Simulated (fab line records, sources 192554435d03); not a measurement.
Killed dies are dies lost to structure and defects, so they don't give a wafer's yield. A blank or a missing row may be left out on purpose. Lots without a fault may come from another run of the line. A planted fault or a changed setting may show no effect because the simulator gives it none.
Chamber matching | flow n5_finfet | N5_BEOL_M0_DEP_125 on pecvd-03: 3 sister chambers
The step deposits SiCN from 3MS/NH3, target thk 8 nm, time 14 s. 3 wafers are shown with their chamber, then 8 later ones without.

WAFERS WITH THEIR CHAMBER
wafer  | chamber | showerhead_plenum_p_Torr (Torr)
L089.2 | 2       | 3.674
L089.5 | 0       | 3.657
L090.2 | 1       | 3.680

WAFERS WITHOUT THEIR CHAMBER
wafer  | showerhead_plenum_p_Torr (Torr)
L090.3 | 3.658
L090.4 | 3.674
L092.1 | 3.676
L092.2 | 3.661
L092.5 | 3.678
L096.1 | 3.679
L096.2 | 3.658
L096.6 | 3.656

WHICH CHAMBER EACH WENT THROUGH
wafer  | from the rows above     | in truth
L090.3 | 0                       | 0
L090.4 | 2                       | 2
L092.1 | can't be placed: 2 or 1 | 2
L092.2 | 0                       | 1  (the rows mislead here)
L092.5 | can't be placed: 1 or 2 | 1
L096.1 | 1                       | 1
L096.2 | 0                       | 0
L096.6 | 0                       | 0
Placed correctly: 5 of 8. Can't be placed from these rows: 2 (the true chamber is among the candidates in 2). Placed wrongly: 1.
How it was worked out, from the rows above alone: a wafer's distance from a chamber is the root of the sum, over the readings, of the square of ((its reading less the chamber's mean) divided by the reading's scatter). The wafer belongs to the nearest chamber; if the next one is less than 2 further off, it can't be placed. A chamber's mean is the mean of its shown wafers. The scatter: with one shown wafer a chamber, the root of the mean of the squares of how far each hidden wafer lies from its nearest shown one.
